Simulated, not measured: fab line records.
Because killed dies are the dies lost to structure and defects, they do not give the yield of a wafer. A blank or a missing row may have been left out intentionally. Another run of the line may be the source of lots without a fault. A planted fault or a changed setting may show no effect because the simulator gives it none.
Matching of chambers -- flow n5 finfet -- N5_BEOL_M6_ILD_DEP_00 on pecvd-04 has 3 sister chambers
The step deposits SiCOH lowk from DEMS/porogen, target thk 179.75 nm, time 33.4 s. 6 wafers are shown with their chamber, then 7 later ones without.

== WAFERS PAIRED WITH THEIR CHAMBERS ==
wafer,chamber,showerhead plenum p Torr (Torr),heater power w (W)
L079.4,1,5.706,268
L079.5,1,5.717,272
L084.1,0,5.746,211
L084.6,2,5.758,301
L091.3,0,5.748,221
L091.4,2,5.726,254

== WAFERS WITHOUT THEIR CHAMBER ==
wafer,showerhead plenum p Torr (Torr),heater power w (W)
L091.5,5.709,293
L093.1,5.751,270
L093.4,5.743,223
L093.5,5.725,241
L096.3,5.709,268
L096.4,5.745,220
L096.5,5.722,282

== CHAMBER TAKEN BY EACH ==
wafer,from the rows above,in truth
L091.5,can't be placed: 1 or 2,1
L093.1,2,2
L093.4,0,0
L093.5,can't be placed: 1 or 0 or 2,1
L096.3,1,1
L096.4,0,0
L096.5,can't be placed: 1 or 2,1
4 of 7 placed correctly. Unplaceable from these rows: 3, with the true chamber sitting among the candidates in 3. Placed wrongly: 0.
How it was worked out, from the rows above alone: a wafer's distance from a chamber is the root of the sum, over the readings, of the square of ((its reading less the chamber's mean) divided by the reading's scatter). The wafer belongs to the nearest chamber; if the next one is less than 2 further off, it can't be placed. Each chamber's mean is taken over the wafers shown for it. The scatter: the root of (the sum of the squares of (reading less its chamber's mean) over the shown wafers, divided by (wafers less chambers)).
